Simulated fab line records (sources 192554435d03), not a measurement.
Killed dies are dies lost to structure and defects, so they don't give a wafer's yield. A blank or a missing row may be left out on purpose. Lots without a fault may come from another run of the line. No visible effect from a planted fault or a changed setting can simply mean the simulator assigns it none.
fab line records	flow n5_finfet
record: lots: 7	wafers: 21
route steps=1938 shown BEOL_M8@1332 BEOL_M9@1428 BEOL_M10@1470
start_h: start of the lot's first displayed wafer, in hours after the record's first day	wait_h: how many hours have passed since the lot's step before this one	" same as the row above	L1.1+2: a row that stands for several wafers	- value missing, or start not given	* or withheld: withheld	< > ~ a bound
route shown NAME@n: NAME is a module with steps in the file, n the number in the route of the first one	usual: mean/standard deviation of fault-free wafers	same: alike in all rows	chamber/n: place in a boat	sites: readings site by site	_std_site: how widely they spread, as a standard deviation	_edge_site: outer sites' mean less inner sites'	radius_mm: for every site, how far away it sits from the centre of the wafer	mask NAME#n: copy n	behind: the last tool/chamber to shape the wafer	hold: what put the lot on hold/how long, in hours/how the hold closed	device: which transistor (n, p or np) failed to switch	end of line: the same wafers' tests at the end of the route	a step without rows: its recipe alone	killed: the dies lost at the first sort to structure and to defects; this is not the yield of the wafer	map: per-die view of a wafer (x killed, . not killed, _ where there is no die)
set.NAME: setting as actually run; set.NAME@STEP: the setting as run at that earlier step	model.NAME: the simulator's own value behind a step, which no gauge read
lots run with intentionally changed settings; tables by step, rows by wafer
== steps ==
step: N5_BEOL_M8_ILD_DEP_00
recipe: material: SiCOH_lowk	target_thk_a: 1797.5	temp_c: 300	precursor: DEMS/porogen	pressure_torr: 5	rf_w: 500	time_s: 33.4
lot.wafer	tool	chamber	start_h	wait_h	set.time_s	model.SiCOH_lowk_of_BEOL_M8_ILD_DEP_00.thk_nm
L076.1	pecvd-01	0	207.09	0.0	31.46	171
L076.3	"	2	"	"	33.4	182.6
L076.5	"	1	"	"	33.4	183.4
L080.1	pecvd-01	2	232.28	0.0	33.4	178
L080.2	"	0	"	"	33.4	177
L080.3	"	1	"	"	33.4	175.6
L081.2	pecvd-04	1	238.08	0.0	37.98	200.8
L081.3	"	1	"	"	37.98	204.4
L081.5	"	2	"	"	33.4	179.6
L089.1	pecvd-01	1	282.79	0.0	33.4	178.8
L089.2	"	2	"	"	34.79	187.4
L089.4	"	1	"	"	33.4	181.4
L088.3	pecvd-04	2	295.09	0.0	31.17	165.8
L088.4	"	0	"	"	31.17	172
L088.5	"	1	"	"	33.4	179.4
L097.1	pecvd-02	1	367.29	0.0	33.4	178
L097.2	"	0	"	"	33.4	179.4
L097.4	"	1	"	"	33.4	180.4
L095.2	pecvd-04	2	384.86	0.0	33.4	180.2
L095.4	"	0	"	"	28.9	158.6
L095.5	"	0	"	"	28.9	157.4
step: N5_BEOL_M8_CURE_74
recipe: temp_c: 385	time_s: 240	ambient: He/Ar	material: SiCOH_lowk
lot.wafer	tool	chamber	start_h	wait_h	set.time_s@BEOL_M8_ILD_DEP_00	model.SiCOH_lowk_of_BEOL_M8_ILD_DEP_00.thk_nm
L076.1	uv_cure-01	2	207.37	0.3	31.46	147.4
L076.3	"	2	"	"	33.4	157.4
L076.5	"	2	"	"	33.4	158.2
L080.1	uv_cure-03	2	232.35	0.0	33.4	153.6
L080.2	"	2	"	"	33.4	152.6
L080.3	"	2	"	"	33.4	151.4
L081.2	uv_cure-01	0	238.24	0.1	37.98	173.4
L081.3	"	0	"	"	37.98	176.6
L081.5	"	0	"	"	33.4	154.8
L089.1	uv_cure-03	2	282.86	0.0	33.4	154.2
L089.2	"	2	"	"	34.79	161.6
L089.4	"	2	"	"	33.4	156.6
L088.3	uv_cure-02	1	295.31	0.2	31.17	142.8
L088.4	"	1	"	"	31.17	148.2
L088.5	"	1	"	"	33.4	154.6
L097.1	uv_cure-03	0	367.36	0.0	33.4	153.4
L097.2	"	0	"	"	33.4	154.8
L097.4	"	0	"	"	33.4	155.6
L095.2	uv_cure-03	0	385.02	0.1	33.4	155.4
L095.4	"	0	"	"	28.9	136.6
L095.5	"	0	"	"	28.9	135.6
step: N5_BEOL_M8_THK_MEAS_01
recipe: reads: SiCOH_lowk_of_BEOL_M8_ILD_DEP_00
usual: M8_ILD_THK: 155.1/2.2
lot.wafer	tool	chamber	start_h	wait_h	set.time_s@BEOL_M8_ILD_DEP_00	M8_ILD_THK[nm]
L076.1	film_metro-01	-	207.88	0.4	31.46	147.5
L076.3	"	-	"	"	33.4	157.5
L076.5	"	-	"	"	33.4	158.2
L080.1	film_metro-01	-	233.34	0.8	33.4	153.6
L080.2	"	-	"	"	33.4	152.7
L080.3	"	-	"	"	33.4	151.3
L081.2	film_metro-02	-	238.68	0.4	37.98	173.3
L081.3	"	-	"	"	37.98	176.7
L081.5	"	-	"	"	33.4	154.9
L089.1	film_metro-01	-	283.37	0.4	33.4	154.2
L089.2	"	-	"	"	34.79	161.7
L089.4	"	-	"	"	33.4	156.6
L088.3	film_metro-02	-	295.67	0.3	31.17	142.8
L088.4	"	-	"	"	31.17	148.2
L088.5	"	-	"	"	33.4	154.7
L097.1	film_metro-02	-	367.87	0.4	33.4	153.6
L097.2	"	-	"	"	33.4	154.7
L097.4	"	-	"	"	33.4	155.5
L095.2	film_metro-01	-	385.46	0.4	33.4	155.4
L095.4	"	-	"	"	28.9	136.7
L095.5	"	-	"	"	28.9	135.7
step: N5_BEOL_M9_COAT_22
recipe: resist: CAR-EUV	spin_rpm: 1500	resist_thk_nm: 30
lot.wafer	tool	chamber	start_h	wait_h	set.spin_rpm	model.CAR-EUV_of_BEOL_M9_COAT_22.thk_nm
L076.1	litho_track-02	0	-	-	1610	28.8
L076.3	"	0	"	"	1500	30
L076.5	"	0	"	"	1610	29
L080.1+2+3	litho_track-02	0	-	-	1500	30
L081.2+3+5	litho_track-03	0	-	-	1500	30
L089.1+2+4	litho_track-04	0	-	-	1500	30.2
L088.3	litho_track-03	0	-	-	1500	29.8
L088.4+5	"	0	"	"	1500	30
L097.1+4	litho_track-04	0	-	-	1655	28.6
L097.2	"	0	"	"	1500	30
L095.2+5	litho_track-02	0	-	-	1500	29.8
L095.4	"	0	"	"	1500	30
step: N5_BEOL_M9_EXPOSE_25
recipe: mask_id: V8	na: 0.33	source_shape: annular	sigma_inner: 0.4	sigma_outer: 0.8	polarization: unpolarized	dose_mj: 37.25
lot.wafer	tool	chamber	start_h	wait_h	mask	set.dose_mj
L076.1+3+5	euv_scanner-01	0	222.15	-	V8#0	37.25
L080.1+2+3	euv_scanner-01	0	244.24	-	V8#0	37.25
L081.2+3+5	euv_scanner-01	0	249.00	-	V8#0	37.25
L089.1	euv_scanner-01	0	298.13	-	V8#0	39.36
L089.2+4	"	0	"	"	V8#0	37.25
L088.3	euv_scanner-02	0	305.72	-	V8#0	35.48
L088.4+5	"	0	"	"	V8#0	37.25
L097.1+2	euv_scanner-01	0	387.55	-	V8#0	37.25
L097.4	"	0	"	"	V8#0	39.08
L095.2+4+5	euv_scanner-02	0	399.91	-	V8#0	37.25
step: N5_BEOL_M9_PEB_26
recipe: peb_temp_c: 100	peb_time_s: 60	resist: CAR-EUV
step: N5_BEOL_M9_DEVELOP_27
recipe: develop_time_s: 30	developer: TMAH	resist: CAR-EUV	rinse_liquid: surfactant_rinse	dry: air_spin	dev_temp_c: 23
lot.wafer	tool	chamber	start_h	wait_h	set.spin_rpm@BEOL_M9_COAT_22	model.CAR-EUV_of_BEOL_M9_COAT_22.thk_nm
L076.1+5	litho_track-04	0	-	-	1610	28.4
L076.3	"	0	"	"	1500	29.6
L080.1+2+3	litho_track-04	0	-	-	1500	29.6
L081.2+3	litho_track-03	0	-	-	1500	29.4
L081.5	"	0	"	"	1500	29.6
L089.1+2+4	litho_track-03	0	-	-	1500	29.6
L088.3+5	litho_track-04	0	-	-	1500	29.4
L088.4	"	0	"	"	1500	29.6
L097.1	litho_track-03	0	-	-	1655	28.2
L097.2	"	0	"	"	1500	29.6
L097.4	"	0	"	"	1655	28
L095.2+4+5	litho_track-04	0	-	-	1500	29.4
step: N5_BEOL_M9_CD_MEAS_28
recipe: target_cd_nm: 70	landing_energy_ev: 500	detector: se_inlens	polarity: opening
usual: cd_nm: 70.11/0.26
lot.wafer	tool	chamber	start_h	wait_h	set.dose_mj@BEOL_M9_EXPOSE_25	cd_nm
L076.1	cd_sem-02	0	222.27	-	37.25	70.32
L076.3	"	0	"	"	37.25	70.12
L076.5	"	0	"	"	37.25	69.82
L080.1	cd_sem-02	0	244.37	-	37.25	70.48
L080.2	"	0	"	"	37.25	70.10
L080.3	"	0	"	"	37.25	70.31
L081.2	cd_sem-03	0	249.12	-	37.25	70.37
L081.3	"	0	"	"	37.25	69.98
L081.5	"	0	"	"	37.25	69.93
L089.1	cd_sem-03	0	298.26	-	39.36	71.50
L089.2	"	0	"	"	37.25	70.63
L089.4	"	0	"	"	37.25	70.46
L088.3	cd_sem-01	0	305.84	-	35.48	69.01
L088.4	"	0	"	"	37.25	70.15
L088.5	"	0	"	"	37.25	70.20
L097.1	cd_sem-02	0	387.68	-	37.25	70.10
L097.2	"	0	"	"	37.25	70.32
L097.4	"	0	"	"	39.08	71.06
L095.2	cd_sem-02	0	400.04	-	37.25	69.50
L095.4	"	0	"	"	37.25	69.90
L095.5	"	0	"	"	37.25	69.60
step: N5_BEOL_M9_DESCUM_33
recipe: chemistry: O2	time_s: 7	source_power_w: 50	bias_power_w: 20	pressure_mtorr: 20	rf_frequency_hz: 2.712e+07	temp_c: 40	resist: CAR-EUV	o2_flow_sccm: 225
step: N5_BEOL_M9_ETCH_76
recipe: chemistry: N2/H2	target: underlayer	target_depth_a: 65	mask_material: CAR-EUV	time_s: 5.2	ion_energy_ev: 200	pressure_mtorr: 30	source_w: 840	bias_w: 150	n2_flow_sccm: 200	h2_flow_sccm: 200	ends: cleared
lot.wafer	tool	chamber	start_h	wait_h	set.spin_rpm@BEOL_M9_COAT_22	model.CAR-EUV_of_BEOL_M9_COAT_22.thk_nm
L076.1	rie_diel-04	2	222.45	0.0	1610	19.4
L076.3	"	0	"	"	1500	20.4
L076.5	"	0	"	"	1610	19.2
L080.1+3	rie_diel-04	1,3	244.53	0.0	1500	20.4
L080.2	"	2	"	"	1500	20.6
L081.2+3	rie_diel-06	1,3	249.28	0.0	1500	20.2
L081.5	"	2	"	"	1500	20.4
L089.1	rie_diel-04	2	298.51	0.0	1500	20.6
L089.2+4	"	0,3	"	"	1500	20.4
L088.3+5	rie_diel-06	2	306.00	0.0	1500	20.2
L088.4	"	0	"	"	1500	20.4
L097.1+4	rie_diel-04	3,2	387.84	0.0	1655	19
L097.2	"	0	"	"	1500	20.2
L095.2	rie_diel-02	0	400.19	0.0	1500	20.4
L095.4+5	"	2,3	"	"	1500	20.2
step: N5_BEOL_M10_ILD_DEP_00
recipe: material: SiCOH_lowk	target_thk_a: 3085.1	temp_c: 300	precursor: DEMS/porogen	pressure_torr: 5	rf_w: 500	time_s: 58
lot.wafer	tool	chamber	start_h	wait_h	set.time_s	model.SiCOH_lowk_of_BEOL_M10_ILD_DEP_00.thk_nm
L076.1	pecvd-03	2	226.03	0.0	58	303
L076.3	"	0	"	"	58	303.6
L076.5	"	2	"	"	58	307.2
L080.1	pecvd-04	2	247.21	0.0	58	307.6
L080.2	"	0	"	"	58	307.4
L080.3	"	1	"	"	58	309
L081.2	pecvd-04	0	252.08	0.0	58	303.2
L081.3	"	2	"	"	58	306
L081.5	"	2	"	"	58	311.6
L089.1	pecvd-03	1	302.77	0.0	58	310.8
L089.2	"	0	"	"	58	308.4
L089.4	"	2	"	"	62.94	334.4
L088.3	pecvd-01	1	309.22	0.0	52.91	280
L088.4	"	2	"	"	58	311.2
L088.5	"	0	"	"	58	311.4
L097.1	pecvd-01	0	391.71	0.0	54.25	281.8
L097.2	"	1	"	"	54.25	281.6
L097.4	"	0	"	"	58	308
L095.2	pecvd-01	2	405.88	0.0	58	301.6
L095.4	"	1	"	"	58	306.2
L095.5	"	2	"	"	58	308.2
step: N5_BEOL_M10_CURE_71
recipe: temp_c: 385	time_s: 240	ambient: He/Ar	material: SiCOH_lowk
lot.wafer	tool	chamber	start_h	wait_h	set.time_s@BEOL_M10_ILD_DEP_00	model.SiCOH_lowk_of_BEOL_M10_ILD_DEP_00.thk_nm
L076.1	uv_cure-03	0	226.11	0.0	58	263.2
L076.3	"	0	"	"	58	263.8
L076.5	"	0	"	"	58	266.8
L080.1	uv_cure-02	2	247.29	0.0	58	267.2
L080.2	"	2	"	"	58	267
L080.3	"	2	"	"	58	268.4
L081.2	uv_cure-03	1	252.24	0.1	58	263.4
L081.3	"	1	"	"	58	265.8
L081.5	"	1	"	"	58	270.6
L089.1	uv_cure-01	0	302.85	0.0	58	270.2
L089.2	"	0	"	"	58	268
L089.4	"	0	"	"	62.94	290.8
L088.3	uv_cure-01	2	309.45	0.2	52.91	242.8
L088.4+5	"	2	"	"	58	270.4
L097.1	uv_cure-01	1	391.79	0.0	54.25	244.4
L097.2	"	1	"	"	54.25	244.2
L097.4	"	1	"	"	58	267.6
L095.2	uv_cure-01	2	406.04	0.1	58	261.8
L095.4	"	2	"	"	58	266
L095.5	"	2	"	"	58	267.8
step: N5_BEOL_M10_THK_MEAS_01
recipe: reads: SiCOH_lowk_of_BEOL_M10_ILD_DEP_00
usual: M10_ILD_THK: 268/3.4
lot.wafer	tool	chamber	start_h	wait_h	set.time_s@BEOL_M10_ILD_DEP_00	M10_ILD_THK[nm]
L076.1	film_metro-01	-	227.10	0.8	58	263
L076.3	"	-	"	"	58	264
L076.5	"	-	"	"	58	267
L080.1	film_metro-01	-	247.80	0.4	58	267
L080.2	"	-	"	"	58	267
L080.3	"	-	"	"	58	269
L081.2	film_metro-02	-	252.67	0.4	58	263
L081.3	"	-	"	"	58	265
L081.5	"	-	"	"	58	271
L089.1	film_metro-01	-	303.36	0.4	58	270
L089.2	"	-	"	"	58	268
L089.4	"	-	"	"	62.94	291
L088.3	film_metro-01	-	309.81	0.3	52.91	243
L088.4	"	-	"	"	58	270
L088.5	"	-	"	"	58	271
L097.1	film_metro-01	-	392.30	0.4	54.25	244
L097.2	"	-	"	"	54.25	244
L097.4	"	-	"	"	58	268
L095.2	film_metro-02	-	406.47	0.4	58	262
L095.4	"	-	"	"	58	266
L095.5	"	-	"	"	58	268
step: N5_BEOL_M10_EXPOSE_08
recipe: mask_id: M10	na: 1.35	source_shape: dipole	sigma_inner: 0.411	sigma_outer: 0.611	polarization: te	dose_mj: 53.75
lot.wafer	tool	chamber	start_h	wait_h	mask	set.dose_mj
L076.1+3	arfi_scanner-01	0	228.15	-	M10#0	53.75
L076.5	"	0	"	"	M10#0	57.58
L080.1+2+3	arfi_scanner-03	0	249.40	-	M10#0	53.75
L081.2+3+5	arfi_scanner-02	0	253.14	-	M10#0	53.75
L089.1	arfi_scanner-03	0	306.60	-	M10#0	56.41
L089.2+4	"	0	"	"	M10#0	53.75
L088.3+5	arfi_scanner-01	0	310.95	-	M10#0	50.43
L088.4	"	0	"	"	M10#0	53.75
L097.1	arfi_scanner-03	0	393.07	-	M10#0	57.12
L097.2+4	"	0	"	"	M10#0	53.75
L095.2	arfi_scanner-01	0	407.07	-	M10#0	57.38
L095.4+5	"	0	"	"	M10#0	53.75
step: N5_BEOL_M10_PEB_09
recipe: peb_temp_c: withheld	peb_time_s: 60	resist: CAR-ArF
step: N5_BEOL_M10_DEVELOP_10
recipe: develop_time_s: 30	developer: TMAH	resist: CAR-ArF	rinse_liquid: diw	dry: air_spin	dev_temp_c: 23
step: N5_BEOL_M10_CD_MEAS_11
recipe: target_cd_nm: 64.1	landing_energy_ev: 500	detector: se_inlens	polarity: opening
usual: cd_nm: 64.0/0.54
lot.wafer	tool	chamber	start_h	wait_h	set.dose_mj@BEOL_M10_EXPOSE_08	cd_nm
L076.1	cd_sem-01	0	228.28	-	53.75	63.4
L076.3	"	0	"	"	53.75	64.0
L076.5	"	0	"	"	57.58	68.3
L080.1	cd_sem-02	0	249.52	-	53.75	63.4
L080.2	"	0	"	"	53.75	63.7
L080.3	"	0	"	"	53.75	63.4
L081.2	cd_sem-03	0	253.26	-	53.75	64.8
L081.3	"	0	"	"	53.75	64.2
L081.5	"	0	"	"	53.75	64.1
L089.1	cd_sem-03	0	306.73	-	56.41	66.6
L089.2	"	0	"	"	53.75	63.8
L089.4	"	0	"	"	53.75	63.8
L088.3	cd_sem-02	0	311.06	-	50.43	61.2
L088.4	"	0	"	"	53.75	64.4
L088.5	"	0	"	"	50.43	61.1
L097.1	cd_sem-01	0	393.19	-	57.12	67.6
L097.2	"	0	"	"	53.75	63.3
L097.4	"	0	"	"	53.75	63.6
L095.2	cd_sem-02	0	407.20	-	57.38	67.6
L095.4	"	0	"	"	53.75	64.9
L095.5	"	0	"	"	53.75	63.9
step: N5_BEOL_M10_DESCUM_16
recipe: chemistry: O2	time_s: 7.9	source_power_w: 50	bias_power_w: 20	pressure_mtorr: 20	rf_frequency_hz: 2.712e+07	temp_c: 40	resist: CAR-ArF	o2_flow_sccm: 225
step: N5_BEOL_M10_ETCH_61
recipe: chemistry: CF4	target: SiARC	target_depth_a: 390	mask_material: CAR-ArF	time_s: 65	ion_energy_ev: 80	pressure_mtorr: 40	source_w: 545	bias_w: 36	Ar_flow_sccm: 100	cf4_flow_sccm: 100	ends: cleared
lot.wafer	tool	chamber	start_h	wait_h	set.dose_mj@BEOL_M10_EXPOSE_08	model.BEOL_M10.cd_offset_nm
L076.1	rie_diel-01	0	228.54	0.0	53.75	-0.6
L076.3	"	1	"	"	53.75	-0.2
L076.5	"	1	"	"	57.58	3.6
L080.1+2	rie_diel-05	3,0	249.65	0.0	53.75	-0.8
L080.3	"	2	"	"	53.75	-0.6
L081.2	rie_diel-05	0	253.38	0.0	53.75	0.6
L081.3	"	2	"	"	53.75	0
L081.5	"	0	"	"	53.75	-0.2
L089.1	rie_diel-01	1	306.88	0.0	56.41	2.4
L089.2	"	0	"	"	53.75	-1
L089.4	"	2	"	"	53.75	-0.8
L088.3	rie_diel-01	2	311.21	0.0	50.43	-3.2
L088.4	"	1	"	"	53.75	0.4
L088.5	"	2	"	"	50.43	-2.8
L097.1	rie_diel-01	2	393.32	0.0	57.12	3.6
L097.2	"	0	"	"	53.75	-1
L097.4	"	1	"	"	53.75	-0.6
L095.2	rie_diel-03	3	407.32	0.0	57.38	3.8
L095.4	"	0	"	"	53.75	0.8
L095.5	"	0	"	"	53.75	-0.2
step: N5_BEOL_M10_ETCH_62
recipe: chemistry: N2/H2	target: SOC	target_depth_a: 1100	overetch_a: 220	mask_material: SiARC	temp_c: 40	time_s: 165	ion_energy_ev: 200	pressure_mtorr: 30	source_w: 840	bias_w: 150	n2_flow_sccm: 200	h2_flow_sccm: 200
lot.wafer	tool	chamber	start_h	wait_h	set.dose_mj@BEOL_M10_EXPOSE_08	model.BEOL_M10.cd_offset_nm
L076.1	rie_diel-01	0	228.59	0.0	53.75	-0.8
L076.3	"	1	"	"	53.75	-0.4
L076.5	"	1	"	"	57.58	3.6
L080.1+3	rie_diel-05	3,2	249.70	0.0	53.75	-1
L080.2	"	0	"	"	53.75	-0.4
L081.2	rie_diel-05	0	253.43	0.0	53.75	0.8
L081.3	"	2	"	"	53.75	-0.4
L081.5	"	0	"	"	53.75	0
L089.1	rie_diel-01	1	306.93	0.0	56.41	2.2
L089.2	"	0	"	"	53.75	-1.2
L089.4	"	2	"	"	53.75	-0.8
L088.3	rie_diel-01	2	311.26	0.0	50.43	-3.2
L088.4	"	1	"	"	53.75	0.2
L088.5	"	2	"	"	50.43	-2.8
L097.1	rie_diel-01	2	393.37	0.0	57.12	3.6
L097.2	"	0	"	"	53.75	-0.8
L097.4	"	1	"	"	53.75	-0.2
L095.2	rie_diel-03	3	407.37	0.0	57.38	3.6
L095.4	"	0	"	"	53.75	0.8
L095.5	"	0	"	"	53.75	0.2
step: N5_BEOL_M10_STRIP_68
recipe: chemistry: N2/H2	temp_c: 40	n2_flow_sccm: 200	h2_flow_sccm: 200	rf_frequency_hz: 6e+07
step: N5_BEOL_M10_STRIP_67
recipe: chemistry: CF4	resist: SiARC	power_w: 300	bias_power_w: 75	pressure_mtorr: 50	cf4_flow_sccm: 150	rf_frequency_hz: 6e+07
step: N5_BEOL_M10_HM_OPEN_17
recipe: chemistry: Cl2/BCl3	target_depth_a: 200	overetch_a: 60	target: TiN	mask_material: SOC	ion_energy_ev: 150	pressure_mtorr: 10	icp_w: 1000	bias_w: 126	Cl2_flow_sccm: 53.25	bcl3_flow_sccm: 21.75	Ar_flow_sccm: 25
lot.wafer	tool	chamber	start_h	wait_h	set.dose_mj@BEOL_M10_EXPOSE_08	model.BEOL_M10.cd_offset_nm
L076.1	rie_metal-03	0	228.78	0.0	53.75	-0.8
L076.3	"	1	"	"	53.75	-0.4
L076.5	"	0	"	"	57.58	3.6
L080.1+3	rie_metal-02	1,0	249.88	0.0	53.75	-1
L080.2	"	0	"	"	53.75	-0.4
L081.2	rie_metal-01	1	253.62	0.0	53.75	0.8
L081.3	"	1	"	"	53.75	-0.4
L081.5	"	0	"	"	53.75	0
L089.1	rie_metal-02	0	307.12	0.0	56.41	2.2
L089.2	"	1	"	"	53.75	-1.2
L089.4	"	1	"	"	53.75	-0.8
L088.3	rie_metal-03	0	311.48	0.1	50.43	-3.2
L088.4	"	1	"	"	53.75	0.2
L088.5	"	1	"	"	50.43	-2.8
L097.1	rie_metal-02	1	393.56	0.0	57.12	3.6
L097.2	"	0	"	"	53.75	-0.8
L097.4	"	1	"	"	53.75	-0.2
L095.2	rie_metal-02	0	407.55	0.0	57.38	3.6
L095.4	"	1	"	"	53.75	1
L095.5	"	1	"	"	53.75	0.2
step: N5_BEOL_M10_STRIP_19
recipe: chemistry: O2	power_w: 400	temp_c: 40	pressure_mtorr: 30	rf_frequency_hz: 6e+07	bias_power_w: 0	overash_fraction: 0.2	o2_flow_sccm: 225
step: N5_BEOL_M10_CD_MEAS_18
recipe: pitch_nm: 140	target_cd_nm: 70
usual: cd_nm: 69.8/0.63
lot.wafer	tool	chamber	start_h	wait_h	set.dose_mj@BEOL_M10_EXPOSE_08	cd_nm
L076.1	cd_sem-01	-	228.96	0.0	53.75	69.2
L076.3	"	-	"	"	53.75	69.7
L076.5	"	-	"	"	57.58	73.5
L080.1	cd_sem-03	-	250.21	0.0	53.75	69.1
L080.2	"	-	"	"	53.75	69.7
L080.3	"	-	"	"	53.75	68.9
L081.2	cd_sem-02	-	253.80	0.1	53.75	70.8
L081.3	"	-	"	"	53.75	69.2
L081.5	"	-	"	"	53.75	70.3
L089.1	cd_sem-03	-	307.31	0.0	56.41	72.4
L089.2	"	-	"	"	53.75	68.6
L089.4	"	-	"	"	53.75	69.5
L088.3	cd_sem-03	-	311.65	0.1	50.43	67.0
L088.4	"	-	"	"	53.75	69.7
L088.5	"	-	"	"	50.43	67.6
L097.1	cd_sem-02	-	393.74	0.1	57.12	74.0
L097.2	"	-	"	"	53.75	69.2
L097.4	"	-	"	"	53.75	69.7
L095.2	cd_sem-02	-	407.74	0.1	57.38	73.7
L095.4	"	-	"	"	53.75	71.0
L095.5	"	-	"	"	53.75	70.1
== key ==
split: step: N5_BEOL_M8_ILD_DEP_00	setting: time_s	stated: 33.4	by: wafer
response: step: N5_BEOL_M8_ILD_DEP_00	reading: model.SiCOH_lowk_of_BEOL_M8_ILD_DEP_00.thk_nm	change: +1.69	per: 1%	r: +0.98
response: step: N5_BEOL_M8_CURE_74	reading: model.SiCOH_lowk_of_BEOL_M8_ILD_DEP_00.thk_nm	change: +1.47	per: 1%	r: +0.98
response: step: N5_BEOL_M8_THK_MEAS_01	reading: M8_ILD_THK	change: +1.47	per: 1%	r: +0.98
split: step: N5_BEOL_M9_COAT_22	setting: spin_rpm	stated: 1500	by: wafer
response: step: N5_BEOL_M9_COAT_22	reading: model.CAR-EUV_of_BEOL_M9_COAT_22.thk_nm	change: -0.14	per: 1%	r: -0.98
response: step: N5_BEOL_M9_DEVELOP_27	reading: model.CAR-EUV_of_BEOL_M9_COAT_22.thk_nm	change: -0.151	per: 1%	r: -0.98
response: step: N5_BEOL_M9_ETCH_76	reading: model.CAR-EUV_of_BEOL_M9_COAT_22.thk_nm	change: -0.127	per: 1%	r: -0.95
split: step: N5_BEOL_M9_EXPOSE_25	setting: dose_mj	stated: 37.25	by: wafer
response: step: N5_BEOL_M9_CD_MEAS_28	reading: cd_nm	change: +0.191	per: 1%	r: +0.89
split: step: N5_BEOL_M10_ILD_DEP_00	setting: time_s	stated: 58	by: wafer
response: step: N5_BEOL_M10_ILD_DEP_00	reading: model.SiCOH_lowk_of_BEOL_M10_ILD_DEP_00.thk_nm	change: +3.43	per: 1%	r: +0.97
response: step: N5_BEOL_M10_CURE_71	reading: model.SiCOH_lowk_of_BEOL_M10_ILD_DEP_00.thk_nm	change: +3.02	per: 1%	r: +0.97
response: step: N5_BEOL_M10_THK_MEAS_01	reading: M10_ILD_THK	change: +3.04	per: 1%	r: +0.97
split: step: N5_BEOL_M10_EXPOSE_08	setting: dose_mj	stated: 53.75	by: wafer
response: step: N5_BEOL_M10_CD_MEAS_11	reading: cd_nm	change: +0.575	per: 1%	r: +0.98
response: step: N5_BEOL_M10_ETCH_61	reading: model.BEOL_M10.cd_offset_nm	change: +0.59	per: 1%	r: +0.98
response: step: N5_BEOL_M10_ETCH_62	reading: model.BEOL_M10.cd_offset_nm	change: +0.566	per: 1%	r: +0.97
response: step: N5_BEOL_M10_HM_OPEN_17	reading: model.BEOL_M10.cd_offset_nm	change: +0.562	per: 1%	r: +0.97
response: step: N5_BEOL_M10_CD_MEAS_18	reading: cd_nm	change: +0.559	per: 1%	r: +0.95
